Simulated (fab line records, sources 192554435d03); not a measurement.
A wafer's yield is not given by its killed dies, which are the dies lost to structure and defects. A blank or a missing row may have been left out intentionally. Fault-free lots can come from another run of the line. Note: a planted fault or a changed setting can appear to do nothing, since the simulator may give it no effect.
A sampling plan put to the test :: flow n5 finfet :: one fab line, 45 faults that these records tell of, each judged on the records of the lots that it struck
The plan is the line's own looks: the steps of the route at which a gauge or an inspection reads the wafer and doesn't change it. A look can be judged if struck wafers have a number there and the file gives its usual mean and standard deviation on fault-free wafers. Caught: a look later than the fault's first step finds the struck wafers' mean 4 or more of those standard deviations (sigma) from the usual mean. On the tool: the fault's steps, tested the same way using the tool's own readings. It also counts as caught if the struck wafers ran another recipe or if their record alone is blank.

== THE FAULTS, as the simulator had put them in ==
1. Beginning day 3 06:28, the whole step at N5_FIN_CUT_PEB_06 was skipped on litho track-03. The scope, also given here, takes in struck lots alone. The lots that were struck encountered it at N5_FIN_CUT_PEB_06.
2. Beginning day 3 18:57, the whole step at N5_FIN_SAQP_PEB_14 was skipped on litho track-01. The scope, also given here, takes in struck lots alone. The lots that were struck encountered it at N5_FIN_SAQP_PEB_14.
3. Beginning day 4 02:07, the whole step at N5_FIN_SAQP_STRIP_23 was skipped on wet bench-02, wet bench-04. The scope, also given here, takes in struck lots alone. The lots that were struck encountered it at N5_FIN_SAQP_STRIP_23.
4. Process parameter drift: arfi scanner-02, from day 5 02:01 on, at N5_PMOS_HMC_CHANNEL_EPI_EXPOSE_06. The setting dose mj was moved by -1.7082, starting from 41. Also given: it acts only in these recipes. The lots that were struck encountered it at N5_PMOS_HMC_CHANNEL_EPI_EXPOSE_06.
5. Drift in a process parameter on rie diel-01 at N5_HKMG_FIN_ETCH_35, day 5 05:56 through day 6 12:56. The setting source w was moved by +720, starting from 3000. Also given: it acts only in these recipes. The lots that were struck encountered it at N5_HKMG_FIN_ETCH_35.
6. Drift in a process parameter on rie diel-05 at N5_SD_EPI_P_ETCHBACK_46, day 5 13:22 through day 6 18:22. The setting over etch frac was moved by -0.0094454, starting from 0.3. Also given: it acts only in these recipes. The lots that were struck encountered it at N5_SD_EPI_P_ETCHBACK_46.
7. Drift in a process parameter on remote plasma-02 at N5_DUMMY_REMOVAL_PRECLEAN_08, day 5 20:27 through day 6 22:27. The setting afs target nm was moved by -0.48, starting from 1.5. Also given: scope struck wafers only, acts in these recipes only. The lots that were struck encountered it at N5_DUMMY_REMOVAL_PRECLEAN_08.
8. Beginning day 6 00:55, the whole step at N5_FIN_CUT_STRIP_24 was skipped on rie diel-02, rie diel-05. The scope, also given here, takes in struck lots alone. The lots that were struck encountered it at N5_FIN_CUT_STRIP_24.
9. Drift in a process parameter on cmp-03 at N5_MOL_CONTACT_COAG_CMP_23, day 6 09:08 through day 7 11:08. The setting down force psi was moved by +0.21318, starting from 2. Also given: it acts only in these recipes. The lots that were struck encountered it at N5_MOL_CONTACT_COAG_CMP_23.
10. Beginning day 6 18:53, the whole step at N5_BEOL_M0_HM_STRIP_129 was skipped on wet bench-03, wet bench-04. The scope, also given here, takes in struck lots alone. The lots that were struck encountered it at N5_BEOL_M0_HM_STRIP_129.
11. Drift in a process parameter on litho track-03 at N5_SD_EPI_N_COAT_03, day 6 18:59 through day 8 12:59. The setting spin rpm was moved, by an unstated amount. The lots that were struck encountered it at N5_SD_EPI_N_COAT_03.
12. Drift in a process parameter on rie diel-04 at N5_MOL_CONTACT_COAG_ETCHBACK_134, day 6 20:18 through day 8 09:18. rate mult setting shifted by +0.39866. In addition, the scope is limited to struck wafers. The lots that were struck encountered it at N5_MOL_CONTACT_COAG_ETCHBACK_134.
13. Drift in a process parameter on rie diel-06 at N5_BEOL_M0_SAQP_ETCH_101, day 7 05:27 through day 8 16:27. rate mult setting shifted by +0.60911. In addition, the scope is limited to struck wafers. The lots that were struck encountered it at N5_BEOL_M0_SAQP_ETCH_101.
14. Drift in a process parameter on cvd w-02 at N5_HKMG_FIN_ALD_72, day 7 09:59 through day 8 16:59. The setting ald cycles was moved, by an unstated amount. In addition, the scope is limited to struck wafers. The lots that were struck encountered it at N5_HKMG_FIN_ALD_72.
15. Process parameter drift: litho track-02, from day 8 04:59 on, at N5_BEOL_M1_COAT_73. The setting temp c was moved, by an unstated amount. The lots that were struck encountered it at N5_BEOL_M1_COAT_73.
16. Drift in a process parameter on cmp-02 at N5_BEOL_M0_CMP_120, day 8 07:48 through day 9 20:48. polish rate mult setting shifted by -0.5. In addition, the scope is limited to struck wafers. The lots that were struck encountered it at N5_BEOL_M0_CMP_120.
17. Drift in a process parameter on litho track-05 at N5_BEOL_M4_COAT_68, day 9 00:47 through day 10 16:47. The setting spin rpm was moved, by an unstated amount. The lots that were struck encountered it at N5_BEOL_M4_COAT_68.
18. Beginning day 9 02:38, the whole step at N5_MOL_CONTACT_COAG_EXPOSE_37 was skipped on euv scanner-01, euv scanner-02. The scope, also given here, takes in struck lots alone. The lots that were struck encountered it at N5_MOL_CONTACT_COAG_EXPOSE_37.
19. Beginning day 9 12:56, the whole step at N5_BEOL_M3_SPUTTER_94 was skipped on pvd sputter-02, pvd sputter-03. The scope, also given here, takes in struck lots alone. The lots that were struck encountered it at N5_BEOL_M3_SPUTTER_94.
20. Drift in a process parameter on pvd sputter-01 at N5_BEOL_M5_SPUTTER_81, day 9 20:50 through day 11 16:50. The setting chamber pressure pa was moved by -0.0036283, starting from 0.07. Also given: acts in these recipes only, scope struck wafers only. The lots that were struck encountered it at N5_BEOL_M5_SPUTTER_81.
21. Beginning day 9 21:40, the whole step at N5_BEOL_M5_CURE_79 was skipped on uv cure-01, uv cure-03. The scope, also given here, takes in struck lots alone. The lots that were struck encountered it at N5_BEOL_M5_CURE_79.
22. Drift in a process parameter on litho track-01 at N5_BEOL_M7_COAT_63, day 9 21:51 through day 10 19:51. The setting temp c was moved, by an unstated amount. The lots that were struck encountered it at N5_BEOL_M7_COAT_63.
23. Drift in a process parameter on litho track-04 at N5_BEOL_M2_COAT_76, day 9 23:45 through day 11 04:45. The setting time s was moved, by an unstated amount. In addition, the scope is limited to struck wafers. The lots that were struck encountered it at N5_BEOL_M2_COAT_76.
24. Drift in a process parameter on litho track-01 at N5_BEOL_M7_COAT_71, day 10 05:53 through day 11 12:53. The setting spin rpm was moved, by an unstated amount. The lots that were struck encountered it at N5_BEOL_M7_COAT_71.
25. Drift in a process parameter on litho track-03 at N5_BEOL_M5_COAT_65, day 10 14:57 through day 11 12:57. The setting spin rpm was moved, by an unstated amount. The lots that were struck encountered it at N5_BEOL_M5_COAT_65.
26. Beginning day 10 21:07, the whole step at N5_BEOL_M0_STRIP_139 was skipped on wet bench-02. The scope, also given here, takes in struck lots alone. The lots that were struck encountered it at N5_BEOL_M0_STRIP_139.
27. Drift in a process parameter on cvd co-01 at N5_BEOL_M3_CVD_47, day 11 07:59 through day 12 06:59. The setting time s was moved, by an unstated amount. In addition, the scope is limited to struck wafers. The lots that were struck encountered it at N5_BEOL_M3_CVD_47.
28. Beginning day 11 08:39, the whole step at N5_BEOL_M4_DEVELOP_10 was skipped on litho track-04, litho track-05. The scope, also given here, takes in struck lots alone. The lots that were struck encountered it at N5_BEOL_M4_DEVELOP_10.
29. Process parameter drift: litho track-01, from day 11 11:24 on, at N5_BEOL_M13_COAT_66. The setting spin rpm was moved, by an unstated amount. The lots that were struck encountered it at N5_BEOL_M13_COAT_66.
30. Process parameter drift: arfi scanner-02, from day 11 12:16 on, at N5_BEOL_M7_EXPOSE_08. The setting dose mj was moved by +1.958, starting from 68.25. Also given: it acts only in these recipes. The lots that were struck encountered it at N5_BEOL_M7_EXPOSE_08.
31. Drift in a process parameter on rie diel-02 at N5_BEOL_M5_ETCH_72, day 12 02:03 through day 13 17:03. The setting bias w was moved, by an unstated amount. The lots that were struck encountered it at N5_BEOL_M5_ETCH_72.
32. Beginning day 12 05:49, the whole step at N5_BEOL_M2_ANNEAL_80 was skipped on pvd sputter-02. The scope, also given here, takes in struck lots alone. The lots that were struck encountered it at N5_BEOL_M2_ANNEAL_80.
33. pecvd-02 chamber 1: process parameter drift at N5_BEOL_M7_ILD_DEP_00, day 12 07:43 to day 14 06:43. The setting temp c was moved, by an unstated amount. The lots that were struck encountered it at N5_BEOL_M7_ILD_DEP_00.
34. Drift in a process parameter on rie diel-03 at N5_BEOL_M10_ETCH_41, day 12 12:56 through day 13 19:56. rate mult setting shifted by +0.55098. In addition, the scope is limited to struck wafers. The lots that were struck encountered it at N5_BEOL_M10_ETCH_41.
35. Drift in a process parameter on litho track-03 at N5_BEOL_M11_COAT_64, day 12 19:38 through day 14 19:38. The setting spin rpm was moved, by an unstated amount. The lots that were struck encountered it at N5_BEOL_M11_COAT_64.
36. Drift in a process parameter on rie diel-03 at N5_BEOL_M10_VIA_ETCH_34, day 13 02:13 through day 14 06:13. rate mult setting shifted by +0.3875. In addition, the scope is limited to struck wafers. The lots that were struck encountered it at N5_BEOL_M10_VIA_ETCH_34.
37. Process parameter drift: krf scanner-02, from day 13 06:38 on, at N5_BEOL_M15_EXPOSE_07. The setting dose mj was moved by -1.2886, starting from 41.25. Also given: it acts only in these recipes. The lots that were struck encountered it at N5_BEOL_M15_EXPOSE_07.
38. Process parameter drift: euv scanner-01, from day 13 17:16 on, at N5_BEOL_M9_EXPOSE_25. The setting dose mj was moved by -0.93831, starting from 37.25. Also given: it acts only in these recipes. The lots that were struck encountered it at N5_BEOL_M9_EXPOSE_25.
39. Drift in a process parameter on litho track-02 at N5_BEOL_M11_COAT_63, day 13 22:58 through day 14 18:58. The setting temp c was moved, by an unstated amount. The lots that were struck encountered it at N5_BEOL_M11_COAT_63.
40. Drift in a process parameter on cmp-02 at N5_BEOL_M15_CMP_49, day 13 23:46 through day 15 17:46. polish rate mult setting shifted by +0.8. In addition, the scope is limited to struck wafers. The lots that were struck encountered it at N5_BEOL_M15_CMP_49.
41. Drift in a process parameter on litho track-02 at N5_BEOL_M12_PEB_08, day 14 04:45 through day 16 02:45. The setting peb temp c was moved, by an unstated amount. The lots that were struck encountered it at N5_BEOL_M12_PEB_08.
42. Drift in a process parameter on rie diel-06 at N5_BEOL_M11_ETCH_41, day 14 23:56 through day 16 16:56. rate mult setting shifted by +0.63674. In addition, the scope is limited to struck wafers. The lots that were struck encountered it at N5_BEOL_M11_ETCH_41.
43. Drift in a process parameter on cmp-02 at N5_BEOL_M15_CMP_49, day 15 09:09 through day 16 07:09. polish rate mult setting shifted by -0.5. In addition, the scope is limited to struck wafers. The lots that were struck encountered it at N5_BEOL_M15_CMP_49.
44. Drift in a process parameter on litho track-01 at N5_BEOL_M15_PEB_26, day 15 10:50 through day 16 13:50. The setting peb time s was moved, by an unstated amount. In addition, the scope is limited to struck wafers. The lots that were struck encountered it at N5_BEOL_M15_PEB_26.
45. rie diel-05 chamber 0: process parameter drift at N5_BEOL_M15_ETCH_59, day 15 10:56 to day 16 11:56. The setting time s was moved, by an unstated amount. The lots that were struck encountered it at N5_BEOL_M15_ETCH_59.

== WHAT THE PLAN SAW ==
fault: 1
on the tool itself: the tool's record is blank for the struck wafers
first look that catches it: no look after it can be judged
reading, sigma: -
median hours from its first step to that look: -
hours from the fault's start to the first struck lot there: -
judged looks passed uncaught: 0

fault: 2
on the tool itself: the tool's record is blank for the struck wafers
first look that catches it: no look after it can be judged
reading, sigma: -
median hours from its first step to that look: -
hours from the fault's start to the first struck lot there: -
judged looks passed uncaught: 0

fault: 3
on the tool itself: the tool's record is blank for the struck wafers
first look that catches it: not the one look that can be judged after it
reading, sigma: -
median hours from its first step to that look: -
hours from the fault's start to the first struck lot there: -
judged looks passed uncaught: 1

fault: 4
on the tool itself: exposure dose mJ cm2 -41 sigma
first look that catches it: not the one look that can be judged after it
reading, sigma: -
median hours from its first step to that look: -
hours from the fault's start to the first struck lot there: -
judged looks passed uncaught: 1

fault: 5
on the tool itself: rf fwd power W +72 sigma
first look that catches it: not the one look that can be judged after it
reading, sigma: -
median hours from its first step to that look: -
hours from the fault's start to the first struck lot there: -
judged looks passed uncaught: 1

fault: 6
on the tool itself: under 2 sigma
first look that catches it: not the one look that can be judged after it
reading, sigma: -
median hours from its first step to that look: -
hours from the fault's start to the first struck lot there: -
judged looks passed uncaught: 1

fault: 7
on the tool itself: no reading that can be judged
first look that catches it: N5_BEOL_M4_RC_MEAS_101
reading, sigma: EOT_P +25
median hours from its first step to that look: 88.3
hours from the fault's start to the first struck lot there: 93
judged looks passed uncaught: 0

fault: 8
on the tool itself: the tool's record is blank for the struck wafers
first look that catches it: not the one look that can be judged after it
reading, sigma: -
median hours from its first step to that look: -
hours from the fault's start to the first struck lot there: -
judged looks passed uncaught: 1

fault: 9
on the tool itself: head pressure psi +51 sigma
first look that catches it: not the one look that can be judged after it
reading, sigma: -
median hours from its first step to that look: -
hours from the fault's start to the first struck lot there: -
judged looks passed uncaught: 1

fault: 10
on the tool itself: the tool's record is blank for the struck wafers
first look that catches it: not the one look that can be judged after it
reading, sigma: -
median hours from its first step to that look: -
hours from the fault's start to the first struck lot there: -
judged looks passed uncaught: 1

fault: 11
on the tool itself: spin speed rpm -55 sigma
first look that catches it: not the one look that can be judged after it
reading, sigma: -
median hours from its first step to that look: -
hours from the fault's start to the first struck lot there: -
judged looks passed uncaught: 1

fault: 12
on the tool itself: only faintly: oes product au +3.5 sigma
first look that catches it: not the one look that can be judged after it
reading, sigma: -
median hours from its first step to that look: -
hours from the fault's start to the first struck lot there: -
judged looks passed uncaught: 1

fault: 13
on the tool itself: oes product au +5.8 sigma
first look that catches it: not the one look that can be judged after it
reading, sigma: -
median hours from its first step to that look: -
hours from the fault's start to the first struck lot there: -
judged looks passed uncaught: 1

fault: 14
on the tool itself: under 2 sigma
first look that catches it: not the one look that can be judged after it
reading, sigma: -
median hours from its first step to that look: -
hours from the fault's start to the first struck lot there: -
judged looks passed uncaught: 1

fault: 15
on the tool itself: plate temp C +29 sigma
first look that catches it: not the one look that can be judged after it
reading, sigma: -
median hours from its first step to that look: -
hours from the fault's start to the first struck lot there: -
judged looks passed uncaught: 1

fault: 16
on the tool itself: barrier field endpoint s +24 sigma
first look that catches it: N5_BEOL_M0_INSPECT_127
reading, sigma: raw defect count +99 or beyond
median hours from its first step to that look: 0.6
hours from the fault's start to the first struck lot there: 5
judged looks passed uncaught: 0

fault: 17
on the tool itself: spin speed rpm -99 or beyond sigma
first look that catches it: none of the 2 looks that can be judged after it
reading, sigma: -
median hours from its first step to that look: -
hours from the fault's start to the first struck lot there: -
judged looks passed uncaught: 2

fault: 18
on the tool itself: no reading that can be judged
first look that catches it: no look after it can be judged
reading, sigma: -
median hours from its first step to that look: -
hours from the fault's start to the first struck lot there: -
judged looks passed uncaught: 0

fault: 19
on the tool itself: the tool's record is blank for the struck wafers
first look that catches it: not the one look that can be judged after it
reading, sigma: -
median hours from its first step to that look: -
hours from the fault's start to the first struck lot there: -
judged looks passed uncaught: 1

fault: 20
on the tool itself: chamber pressure pa -28 sigma
first look that catches it: no look after it can be judged
reading, sigma: -
median hours from its first step to that look: -
hours from the fault's start to the first struck lot there: -
judged looks passed uncaught: 0

fault: 21
on the tool itself: the tool's record is blank for the struck wafers
first look that catches it: N5_BEOL_M5_THK_MEAS_01
reading, sigma: M5_ILD_THK +10
median hours from its first step to that look: 0.5
hours from the fault's start to the first struck lot there: 4
judged looks passed uncaught: 0

fault: 22
on the tool itself: plate temp C +46 sigma
first look that catches it: none of the 2 looks that can be judged after it
reading, sigma: -
median hours from its first step to that look: -
hours from the fault's start to the first struck lot there: -
judged looks passed uncaught: 2

fault: 23
on the tool itself: run length s +25 sigma
first look that catches it: not the one look that can be judged after it
reading, sigma: -
median hours from its first step to that look: -
hours from the fault's start to the first struck lot there: -
judged looks passed uncaught: 1

fault: 24
on the tool itself: spin speed rpm +60 sigma
first look that catches it: no look after it can be judged
reading, sigma: -
median hours from its first step to that look: -
hours from the fault's start to the first struck lot there: -
judged looks passed uncaught: 0

fault: 25
on the tool itself: spin speed rpm -83 sigma
first look that catches it: not the one look that can be judged after it
reading, sigma: -
median hours from its first step to that look: -
hours from the fault's start to the first struck lot there: -
judged looks passed uncaught: 1

fault: 26
on the tool itself: the tool's record is blank for the struck wafers
first look that catches it: not the one look that can be judged after it
reading, sigma: -
median hours from its first step to that look: -
hours from the fault's start to the first struck lot there: -
judged looks passed uncaught: 1

fault: 27
on the tool itself: run length s +5.0 sigma
first look that catches it: not the one look that can be judged after it
reading, sigma: -
median hours from its first step to that look: -
hours from the fault's start to the first struck lot there: -
judged looks passed uncaught: 1

fault: 28
on the tool itself: the tool's record is blank for the struck wafers
first look that catches it: no look after it can be judged
reading, sigma: -
median hours from its first step to that look: -
hours from the fault's start to the first struck lot there: -
judged looks passed uncaught: 0

fault: 29
on the tool itself: spin speed rpm +99 or beyond sigma
first look that catches it: no look after it can be judged
reading, sigma: -
median hours from its first step to that look: -
hours from the fault's start to the first struck lot there: -
judged looks passed uncaught: 0

fault: 30
on the tool itself: exposure dose mJ cm2 +22 sigma
first look that catches it: not the one look that can be judged after it
reading, sigma: -
median hours from its first step to that look: -
hours from the fault's start to the first struck lot there: -
judged looks passed uncaught: 1

fault: 31
on the tool itself: bias w +66 sigma
first look that catches it: no look after it can be judged
reading, sigma: -
median hours from its first step to that look: -
hours from the fault's start to the first struck lot there: -
judged looks passed uncaught: 0

fault: 32
on the tool itself: the tool's record is blank for the struck wafers
first look that catches it: not the one look that can be judged after it
reading, sigma: -
median hours from its first step to that look: -
hours from the fault's start to the first struck lot there: -
judged looks passed uncaught: 1

fault: 33
on the tool itself: susceptor temp C -12 sigma
first look that catches it: no look after it can be judged
reading, sigma: -
median hours from its first step to that look: -
hours from the fault's start to the first struck lot there: -
judged looks passed uncaught: 0

fault: 34
on the tool itself: oes product au +4.9 sigma
first look that catches it: no look after it can be judged
reading, sigma: -
median hours from its first step to that look: -
hours from the fault's start to the first struck lot there: -
judged looks passed uncaught: 0

fault: 35
on the tool itself: spin speed rpm -34 sigma
first look that catches it: none of the 2 looks that can be judged after it
reading, sigma: -
median hours from its first step to that look: -
hours from the fault's start to the first struck lot there: -
judged looks passed uncaught: 2

fault: 36
on the tool itself: only faintly: oes product au +3.7 sigma
first look that catches it: not the one look that can be judged after it
reading, sigma: -
median hours from its first step to that look: -
hours from the fault's start to the first struck lot there: -
judged looks passed uncaught: 1

fault: 37
on the tool itself: exposure dose mJ cm2 -27 sigma
first look that catches it: no look after it can be judged
reading, sigma: -
median hours from its first step to that look: -
hours from the fault's start to the first struck lot there: -
judged looks passed uncaught: 0

fault: 38
on the tool itself: exposure dose mJ cm2 -4.5 sigma
first look that catches it: not the one look that can be judged after it
reading, sigma: -
median hours from its first step to that look: -
hours from the fault's start to the first struck lot there: -
judged looks passed uncaught: 1

fault: 39
on the tool itself: plate temp C +39 sigma
first look that catches it: no look after it can be judged
reading, sigma: -
median hours from its first step to that look: -
hours from the fault's start to the first struck lot there: -
judged looks passed uncaught: 0

fault: 40
on the tool itself: barrier field endpoint s -17 sigma
first look that catches it: no look after it can be judged
reading, sigma: -
median hours from its first step to that look: -
hours from the fault's start to the first struck lot there: -
judged looks passed uncaught: 0

fault: 41
on the tool itself: plate temp C +16 sigma
first look that catches it: no look after it can be judged
reading, sigma: -
median hours from its first step to that look: -
hours from the fault's start to the first struck lot there: -
judged looks passed uncaught: 0

fault: 42
on the tool itself: oes product au +7.1 sigma
first look that catches it: no look after it can be judged
reading, sigma: -
median hours from its first step to that look: -
hours from the fault's start to the first struck lot there: -
judged looks passed uncaught: 0

fault: 43
on the tool itself: overpolish run s -99 or beyond sigma
first look that catches it: N5_BEOL_M15_THK_MEAS_50
reading, sigma: M15_THK +36
median hours from its first step to that look: 0.3
hours from the fault's start to the first struck lot there: 4
judged looks passed uncaught: 0

fault: 44
on the tool itself: heater power total W +14 sigma
first look that catches it: no look after it can be judged
reading, sigma: -
median hours from its first step to that look: -
hours from the fault's start to the first struck lot there: -
judged looks passed uncaught: 0

fault: 45
on the tool itself: run length s -12 sigma
first look that catches it: no look after it can be judged
reading, sigma: -
median hours from its first step to that look: -
hours from the fault's start to the first struck lot there: -
judged looks passed uncaught: 0
A dash: this means the fault isn't caught or the number doesn't appear in these records.

Caught at a look: 4 of 45. Caught on the tool: 39 of 45. By one or the other: 40 of 45.
On the tool alone, faults 1, 2, 3, 4, 5, 8, 9, 10, 11, 13, 15, 17, 19, 20, 22, 23, 24, 25, 26, 27, 28, 29, 30, 31, 32, 33, 34, 35, 37, 38, 39, 40, 41, 42, 44, 45 were caught.
Caught at a look alone: fault 7.
Caught by neither: faults 6, 12, 14, 18, 36.

== THINNER SAMPLING ==
If the look that catches a fault measured only every second or every third lot, by lot number, the first struck lot would be measured this late in the worst case:
fault: 7
struck lots at that look, in order of time: L375, L378
every lot: 93 h
every second lot: 112 h
every third lot: may miss all 2

fault: 16
struck lots at that look, in order of time: L617, L618, L622
every lot: 5 h
every second lot: 18 h
every third lot: 37 h

fault: 21
struck lots at that look, in order of time: L130, L131, L132
every lot: 4 h
every second lot: 12 h
every third lot: 16 h

fault: 43
struck lots at that look, in order of time: L863, L865
every lot: 4 h
every second lot: may miss all 2
every third lot: may miss all 2
Hours are from the fault's start to the first struck lot that is measured. The limit of 4 sigma was tested on all struck wafers together, so one lot alone may lie under it. Other struck lots may not be in these records.

== THE LONGEST TIMED WAY FROM STEP TO LOOK ==
Fault 7: a median of 88.3 hours passes between N5_DUMMY_REMOVAL_PRECLEAN_08 and N5_BEOL_M4_RC_MEAS_101. No look between them can be judged.
